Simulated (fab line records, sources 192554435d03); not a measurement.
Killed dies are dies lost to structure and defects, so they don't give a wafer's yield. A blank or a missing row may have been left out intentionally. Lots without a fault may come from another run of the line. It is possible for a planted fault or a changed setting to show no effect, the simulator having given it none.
fab line records    flow n5Finfet
record lots=5  wafers=15  lastDay=18
route steps=1938 shown BEOL_M0_SAQP@686 BEOL_M4@1111 PASSIVATION@1936
lots with no fault: from the same line, run without faults
startH: the number of hours between the record's first day and the start of the first shown wafer of the lot    waitH: time in hours since the lot's previous step    " same as the row above    L1.1+2: one row covering several wafers at once    - no value, or no start was given    * or withheld: withheld    < > ~ a bound
route shown NAME@n: names a module that has steps shown in the file, with the first one's number in the route    usual: mean and standard deviation over wafers with no fault    same: alike in all rows    chamber/n: place in a boat    sites: the reading at each site    _std_site: the standard deviation of these    _edge_site: inner sites' mean taken away from outer sites' mean    radiusMm: for every site, how far away it sits from the centre of the wafer    mask NAME#n: copy n    behind: the tool/chamber that last shaped the wafer    hold: the reason the lot was held/the length of the hold in hours/how it ended    device: whichever transistor did not switch (one of n, p or np)    end of line: at the end of the route, the tests of the same wafers    where a step has no rows: the recipe by itself    killed: dies lost to structure and defects at the first sort, not the wafer's yield    map: per-die view of a wafer (x killed, . not killed, _ where there is no die)
set.NAME: the setting that was run; set.NAME@STEP: the one run at that earlier step    model.NAME: the simulator's own value behind a step, which no gauge read
lots at selected steps of the route; one table per step, one row per wafer
services: a tool's chamber out of use, with start hour (startH, from the record's first day; less than 0 if before it), hours out, and reason
## steps
# step N5_BEOL_M0_SAQP_EXPOSE_37
# recipe maskId=M0_CUT1  na=0.33  sourceShape=annular  sigmaInner=0.35  sigmaOuter=0.8  polarization=unpolarized  targetCdNm=30  doseMj=44.75
# step N5_BEOL_M0_SAQP_PEB_38
# recipe pebTempC=100  pebTimeS=60  resist=CAR-EUV
# step N5_BEOL_M0_SAQP_DEVELOP_39
# recipe developTimeS=30  developer=TMAH  resist=CAR-EUV  rinseLiquid=surfactantRinse  dry=airSpin  devTempC=23
# step N5_BEOL_M0_SAQP_DESCUM_45
# recipe chemistry=O2  timeS=7  sourcePowerW=50  biasPowerW=20  pressureMtorr=20  rfFrequencyHz=2.712e+07  tempC=40  resist=CAR-EUV  o2FlowSccm=225
# step N5_BEOL_M0_SAQP_ETCH_88
# recipe chemistry=N2/H2  target=underlayer  targetDepthA=65  timeS=5.2  ionEnergyEv=200  maskMaterial=CAR-EUV  pressureMtorr=30  sourceW=840  biasW=150  n2FlowSccm=200  h2FlowSccm=200  ends=cleared
# step N5_BEOL_M0_SAQP_ETCH_73
# recipe chemistry=CF4  target=SiARC  targetDepthA=195  maskMaterial=CAR-EUV  timeS=32.5  ionEnergyEv=80  pressureMtorr=40  sourceW=545  biasW=36  Ar_flow_sccm=100  cf4FlowSccm=100  ends=cleared
# step N5_BEOL_M0_SAQP_CUT_ETCH_46
# recipe chemistry=N2/H2  target=SOC  targetDepthA=1350  overetchA=270  tempC=40  timeS=202.5  ionEnergyEv=200  maskMaterial=SiARC  pressureMtorr=30  sourceW=840  biasW=150  n2FlowSccm=200  h2FlowSccm=200
# step N5_BEOL_M0_SAQP_STRIP_74
# recipe chemistry=N2/H2  tempC=40  n2FlowSccm=200  h2FlowSccm=200  rfFrequencyHz=6e+07
# step N5_BEOL_M0_SAQP_STRIP_89
# recipe chemistry=N2/H2  tempC=40  n2FlowSccm=200  h2FlowSccm=200  rfFrequencyHz=6e+07
# step N5_BEOL_M0_SAQP_ALD_48
# recipe material=SiO2  targetThkA=200  tempC=100  aldPrecursorFamily=BDEAS  aldCoReactant=O2-plasma  pulseTimeS=1  coReactantPulseTimeS=1  purgeTimeS=2  coReactantPurgeTimeS=2  aldCycles=139  pressureTorr=2
# usual aldCycles=139/0  chamberPressureTorr=2.000/0.0049  heaterPowerW=76/7.2  precursorPulseHeightRel=1.000/0.019  susceptorTempC=100.00/0.13
lot.wafer  tool       chamber  startH  waitH  aldCycles  chamberPressureTorr  heaterPowerW  precursorPulseHeightRel  susceptorTempC
L580.1     aldSin-02  1        139.13  0.0    -          -                    -             -                        -
L580.2     "          3        "       "      -          -                    -             -                        -
L580.3     "          2        "       "      -          -                    -             -                        -
L581.1     aldSin-03  3        139.51  0.2    -          -                    -             -                        -
L581.4     "          2        "       "      -          -                    -             -                        -
L581.5     "          2        "       "      -          -                    -             -                        -
L582.1     aldSin-01  2        143.19  0.0    -          -                    -             -                        -
L582.5     "          3        "       "      -          -                    -             -                        -
L582.6     "          2        "       "      -          -                    -             -                        -
L583.1     aldSin-03  1        149.81  0.0    139        1.995                78            1.001                    100.11
L583.3     "          3        "       "      139        2.004                68            1.003                    99.79
L583.6     "          2        "       "      139        1.999                81            0.958                    100.02
L599.1     aldSin-03  3        260.96  0.2    139        2.007                68            1.015                    100.01
L599.2     "          1        "       "      139        2.003                81            0.993                    100.16
L599.3     "          2        "       "      139        1.997                81            0.990                    99.97
# step N5_BEOL_M0_SAQP_ETCH_49
# recipe chemistry=CF4/O2  targetDepthA=370  target=SiO2  pressureMtorr=40  sourceW=535  biasW=49  Ar_flow_sccm=100  cf4FlowSccm=100  O2_flow_sccm=10  ionEnergyEv=100
# step N5_BEOL_M4_RC_MEAS_101
# usual DIBL_N=36.0/1.7  DIBL_P=36.2/2.3  IOFF_N=0.16/0.03  IOFF_P=0.21/0.036  ION_N=679/11  ION_P=465/7.1  SS_N=71.4/0.58  SS_P=73.3/0.75  VT_N=249/3.1  VT_P=-251/3.5
lot.wafer  tool       chamber  startH  waitH  DIBL_N[mV/V]  DIBL_P[mV/V]  IOFF_N[nA/um]  IOFF_P[nA/um]  ION_N[uA/um]  ION_P[uA/um]  SS_N[mV/dec]  SS_P[mV/dec]  VT_N[mV]  VT_P[mV]
L583.1     prober-02  0        207.12  0.4    36.4          36.9          0.16           0.22           685           470           72.0          73.4          249       -249
L583.3     "          0        "       "      34.6          35.0          0.14           0.20           674           464           71.0          73.2          252       -252
L583.6     "          0        "       "      35.5          36.3          0.16           0.22           687           477           71.2          74.2          249       -247
L599.1     prober-02  0        320.85  0.0    40.9          42.9          0.25           0.31           697           469           72.0          74.5          242       -244
L599.2     "          0        "       "      34.9          37.2          0.15           0.21           676           467           71.2          72.6          250       -249
L599.3     "          0        "       "      34.0          35.8          0.13           0.17           665           456           70.7          72.6          254       -252
# step N5_PASSIVATION_PROBE_49
# usual defectLimitedYield=91.3/1.5  killed_at_M0_to_M3=31/11  killed_at_M4_up=14/5.1  killedAtContacts=12/5.6  killedAtFrontEnd=42/12  killedAtOther=3.8/2.9  killedDies=103/18  killedOnRim=14/4.5  killedOpen=67/14  killedShort=33/8  sort_bin_5_function=5.1/1  sort_bin_6_memory=3.2/0.75  sortNPass=1077/18  sortYieldPct=91.3/1.5
# same grossDies=1180  killedAtBackSide=0  sort_bin_4_leakage[%]=0  sort_bin_8_speed[%]=0
lot.wafer  tool       chamber  startH  waitH  defectLimitedYield[%]  killed_at_M0_to_M3  killed_at_M4_up  killedAtContacts  killedAtFrontEnd  killedAtOther  killedDies  killedOnRim  killedOpen  killedShort  sort_bin_5_function[%]  sort_bin_6_memory[%]  sortNPass  sortYieldPct[%]
L580.1     prober-02  -        305.33  0.0    0                      1174                0                0                 5                 1              1180        152          8           5            75.4                    3.1                   0          0
L580.2     prober-02  -        305.38  0.1    0                      1168                2                3                 7                 0              1180        152          16          6            73.1                    3.1                   0          0
L580.3     prober-02  -        305.43  0.1    0                      1168                3                3                 6                 0              1180        152          12          6            75.0                    2.4                   0          0
L581.1     prober-02  -        314.63  0.1    0                      1151                9                3                 15                2              1180        152          22          16           73.6                    2.3                   0          0
L581.4     prober-02  -        314.78  0.2    0                      1159                4                3                 14                0              1180        152          14          11           74.6                    2.8                   0          0
L581.5     prober-02  -        314.83  0.3    0                      1166                3                2                 8                 1              1180        152          12          5            72.6                    3.6                   0          0
L582.1     prober-02  -        315.82  0.0    0                      1167                4                2                 7                 0              1180        152          11          4            72.6                    2.8                   0          0
L582.5     prober-02  -        316.02  0.2    0                      1159                0                7                 14                0              1180        152          20          5            74.5                    3.1                   0          0
L582.6     prober-02  -        316.07  0.3    0                      1164                1                3                 11                1              1180        152          15          10           74.6                    3.0                   0          0
L583.3     prober-01  -        331.57  0.1    90.1                   26                  15               7                 67                2              117         8            84          30           6.2                     3.6                   1063       90.1
# killed by level:class
L580.1 BEOL_M0_SAQP:lostPattern=1163 BEOL_M0_SAQP:areaAld=4 BEOL_M2:geometricParticle:open=3 FIN_SAQP:geometricParticle:open=2 DUMMY_GATE:geometricParticle:short=1 GATE_CUT:geometricParticle:short=1 BEOL_M0_SAQP:geometricParticle:open=1 BEOL_M0_SAQP:geometricParticle:short=1
L580.2 BEOL_M0_SAQP:lostPattern=1153 BEOL_M0_SAQP:areaAld=5 BEOL_M0_SAQP:geometricParticle:short=4 BEOL_M1:geometricParticle:open=4 GATE_CUT:geometricParticle:open=2 MOL_CONTACT_COAG:geometricParticle:open=2 FIN_SAQP:geometricParticle:open=1 STI_FIN_REVEAL:geometricParticle:short=1
L580.3 BEOL_M0_SAQP:lostPattern=1157 BEOL_M0_SAQP:areaAld=5 MOL_CONTACT_COAG:geometricParticle:open=3 BEOL_M0_SAQP:geometricParticle:short=3 FIN_SAQP:geometricParticle:open=1 FIN_SAQP:geometricParticle:short=1 FIN_CUT:geometricParticle:open=1 ILD0:geometricParticle:open=1
L581.1 BEOL_M0_SAQP:lostPattern=1138 BEOL_M4:geometricParticle:open=5 FIN_SAQP:geometricParticle:short=4 BEOL_M0_SAQP:geometricParticle:open=4 BEOL_M0_SAQP:areaAld=4 MOL_CONTACT_COAG:geometricParticle:open=3 FIN_SAQP:geometricParticle:open=2 STI_FIN_REVEAL:geometricParticle:open=2
L581.4 BEOL_M0_SAQP:lostPattern=1151 STI_FIN_REVEAL:geometricParticle:open=4 BEOL_M0_SAQP:areaAld=4 MOL_CONTACT_COAG:geometricParticle:open=3 BEOL_M0_SAQP:geometricParticle:short=3 FIN_SAQP:geometricParticle:short=2 GATE_CUT:geometricParticle:short=2 FIN_SAQP:geometricParticle:open=1
L581.5 BEOL_M0_SAQP:lostPattern=1160 BEOL_M0_SAQP:areaAld=3 FIN_SAQP:geometricParticle:open=2 STI_FIN_REVEAL:geometricParticle:open=2 DUMMY_GATE:geometricParticle:open=2 FIN_SAQP:geometricParticle:short=1 STI_FIN_REVEAL:geometricParticle:short=1 MOL_CONTACT_COAG:geometricParticle:open=1
L582.1 BEOL_M0_SAQP:lostPattern=1158 BEOL_M0_SAQP:areaAld=7 BEOL_M4:geometricParticle:open=4 STI_FIN_REVEAL:geometricParticle:open=2 STARTING-WAFER:geometricParticle:open=2 FIN_SAQP:geometricParticle:short=1 SDB:geometricParticle:open=1 MOL_CONTACT_COAG:geometricParticle:open=1
L582.5 BEOL_M0_SAQP:lostPattern=1154 FIN_SAQP:geometricParticle:open=6 MOL_CONTACT_COAG:geometricParticle:open=6 STI_FIN_REVEAL:geometricParticle:open=2 ILD0:geometricParticle:short=2 BEOL_M1:geometricParticle:open=2 STI_FIN_REVEAL:geometricParticle:short=1 DUMMY_GATE:geometricParticle:open=1
L582.6 BEOL_M0_SAQP:lostPattern=1146 BEOL_M0_SAQP:areaAld=9 STI_FIN_REVEAL:geometricParticle:short=3 BEOL_M0_SAQP:geometricParticle:open=3 BEOL_M0_SAQP:geometricParticle:short=3 FIN_SAQP:geometricParticle:short=2 STI_FIN_REVEAL:geometricParticle:open=2 DUMMY_GATE:geometricParticle:open=2
L583.3 STI_FIN_REVEAL:geometricParticle:open=30 BEOL_M1:geometricParticle:open=10 GATE_CUT:geometricParticle:short=9 BEOL_M4:geometricParticle:open=8 STI_FIN_REVEAL:geometricParticle:short=5 BEOL_M2:geometricParticle:open=5 MOL_CONTACT_COAG:geometricParticle:open=5 GATE_CUT:geometricParticle:open=4
# map L580.1 (x killed, . not)
_________________xxxxxxxxxxxx________________
______________xxxxxxxxxxxxxxxxxx_____________
___________xxxxxxxxxxxxxxxxxxxxxxxx__________
__________xxxxxxxxxxxxxxxxxxxxxxxxxx_________
________xxxxxxxxxxxxxxxxxxxxxxxxxxxxxx_______
_______xxxxxxxxxxxxxxxxxxxxxxxxxxxxxxxx______
______xxxxxxxxxxxxxxxxxxxxxxxxxxxxxxxxxx_____
_____xxxxxxxxxxxxxxxxxxxxxxxxxxxxxxxxxxxx____
____xxxxxxxxxxxxxxxxxxxxxxxxxxxxxxxxxxxxxx___
___xxxxxxxxxxxxxxxxxxxxxxxxxxxxxxxxxxxxxxxx__
___xxxxxxxxxxxxxxxxxxxxxxxxxxxxxxxxxxxxxxxx__
__xxxxxxxxxxxxxxxxxxxxxxxxxxxxxxxxxxxxxxxxxx_
__xxxxxxxxxxxxxxxxxxxxxxxxxxxxxxxxxxxxxxxxxx_
_xxxxxxxxxxxxxxxxxxxxxxxxxxxxxxxxxxxxxxxxxxxx
_xxxxxxxxxxxxxxxxxxxxxxxxxxxxxxxxxxxxxxxxxxxx
_xxxxxxxxxxxxxxxxxxxxxxxxxxxxxxxxxxxxxxxxxxxx
_xxxxxxxxxxxxxxxxxxxxxxxxxxxxxxxxxxxxxxxxxxxx
_xxxxxxxxxxxxxxxxxxxxxxxxxxxxxxxxxxxxxxxxxxxx
_xxxxxxxxxxxxxxxxxxxxxxxxxxxxxxxxxxxxxxxxxxxx
_xxxxxxxxxxxxxxxxxxxxxxxxxxxxxxxxxxxxxxxxxxxx
_xxxxxxxxxxxxxxxxxxxxxxxxxxxxxxxxxxxxxxxxxxxx
__xxxxxxxxxxxxxxxxxxxxxxxxxxxxxxxxxxxxxxxxxx_
__xxxxxxxxxxxxxxxxxxxxxxxxxxxxxxxxxxxxxxxxxx_
___xxxxxxxxxxxxxxxxxxxxxxxxxxxxxxxxxxxxxxxx__
___xxxxxxxxxxxxxxxxxxxxxxxxxxxxxxxxxxxxxxxx__
____xxxxxxxxxxxxxxxxxxxxxxxxxxxxxxxxxxxxxx___
_____xxxxxxxxxxxxxxxxxxxxxxxxxxxxxxxxxxxx____
______xxxxxxxxxxxxxxxxxxxxxxxxxxxxxxxxxx_____
_______xxxxxxxxxxxxxxxxxxxxxxxxxxxxxxxx______
________xxxxxxxxxxxxxxxxxxxxxxxxxxxxxx_______
__________xxxxxxxxxxxxxxxxxxxxxxxxxx_________
___________xxxxxxxxxxxxxxxxxxxxxxxx__________
______________xxxxxxxxxxxxxxxxxx_____________
_________________xxxxxxxxxxxx________________
# map L581.1 (x killed, . not)
_________________xxxxxxxxxxxx________________
______________xxxxxxxxxxxxxxxxxx_____________
___________xxxxxxxxxxxxxxxxxxxxxxxx__________
__________xxxxxxxxxxxxxxxxxxxxxxxxxx_________
________xxxxxxxxxxxxxxxxxxxxxxxxxxxxxx_______
_______xxxxxxxxxxxxxxxxxxxxxxxxxxxxxxxx______
______xxxxxxxxxxxxxxxxxxxxxxxxxxxxxxxxxx_____
_____xxxxxxxxxxxxxxxxxxxxxxxxxxxxxxxxxxxx____
____xxxxxxxxxxxxxxxxxxxxxxxxxxxxxxxxxxxxxx___
___xxxxxxxxxxxxxxxxxxxxxxxxxxxxxxxxxxxxxxxx__
___xxxxxxxxxxxxxxxxxxxxxxxxxxxxxxxxxxxxxxxx__
__xxxxxxxxxxxxxxxxxxxxxxxxxxxxxxxxxxxxxxxxxx_
__xxxxxxxxxxxxxxxxxxxxxxxxxxxxxxxxxxxxxxxxxx_
_xxxxxxxxxxxxxxxxxxxxxxxxxxxxxxxxxxxxxxxxxxxx
_xxxxxxxxxxxxxxxxxxxxxxxxxxxxxxxxxxxxxxxxxxxx
_xxxxxxxxxxxxxxxxxxxxxxxxxxxxxxxxxxxxxxxxxxxx
_xxxxxxxxxxxxxxxxxxxxxxxxxxxxxxxxxxxxxxxxxxxx
_xxxxxxxxxxxxxxxxxxxxxxxxxxxxxxxxxxxxxxxxxxxx
_xxxxxxxxxxxxxxxxxxxxxxxxxxxxxxxxxxxxxxxxxxxx
_xxxxxxxxxxxxxxxxxxxxxxxxxxxxxxxxxxxxxxxxxxxx
_xxxxxxxxxxxxxxxxxxxxxxxxxxxxxxxxxxxxxxxxxxxx
__xxxxxxxxxxxxxxxxxxxxxxxxxxxxxxxxxxxxxxxxxx_
__xxxxxxxxxxxxxxxxxxxxxxxxxxxxxxxxxxxxxxxxxx_
___xxxxxxxxxxxxxxxxxxxxxxxxxxxxxxxxxxxxxxxx__
___xxxxxxxxxxxxxxxxxxxxxxxxxxxxxxxxxxxxxxxx__
____xxxxxxxxxxxxxxxxxxxxxxxxxxxxxxxxxxxxxx___
_____xxxxxxxxxxxxxxxxxxxxxxxxxxxxxxxxxxxx____
______xxxxxxxxxxxxxxxxxxxxxxxxxxxxxxxxxx_____
_______xxxxxxxxxxxxxxxxxxxxxxxxxxxxxxxx______
________xxxxxxxxxxxxxxxxxxxxxxxxxxxxxx_______
__________xxxxxxxxxxxxxxxxxxxxxxxxxx_________
___________xxxxxxxxxxxxxxxxxxxxxxxx__________
______________xxxxxxxxxxxxxxxxxx_____________
_________________xxxxxxxxxxxx________________
## services
tool       chamber  startH  hours  kind
aldSin-03  1        155.05  4.3    repair
aldSin-01  -        178.60  14.0   pm
aldSin-01  0        178.60  14.0   ventCycle
aldSin-01  1        178.60  14.0   ventCycle
aldSin-01  2        178.60  14.0   ventCycle
aldSin-01  3        178.60  14.0   ventCycle
aldSin-01  0        192.60  -      clean
aldSin-01  1        192.60  -      clean
aldSin-01  2        192.60  -      clean
aldSin-01  3        192.60  -      clean
aldSin-03  3        212.51  5.3    repair
aldSin-03  1        221.01  18.6   repair
aldSin-03  -        247.27  2.8    pm
aldSin-02  -        248.91  2.8    pm
aldSin-03  0        257.92  3.9    repair
## key
firstSign step=N5_BEOL_M0_SAQP_ALD_48  reading=toolRecord  direction=missing
effect step=N5_PASSIVATION_PROBE_49  reading=killed_at_M0_to_M3  direction=up  sigmas=99+  usual=31  struck=1164
metAt N5_BEOL_M0_SAQP_ALD_48
struckWafers L580.1,L580.2,L580.3,L581.1,L581.4,L581.5,L582.1,L582.5,L582.6
laterRowsLeftOut L580.1,L580.2,L580.3,L581.1,L581.4,L581.5,L582.1,L582.5,L582.6
fault kind=skippedStepWhole  tool=aldSin-01,aldSin-02,aldSin-03  chamber=-  onsetH=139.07  steps=N5_BEOL_M0_SAQP_ALD_48  scope=struckLotsOnly
# laterRowsLeftOut: the simulator's readings of these wafers behind a module that went badly wrong aren't trusted and aren't shown, but for the sort
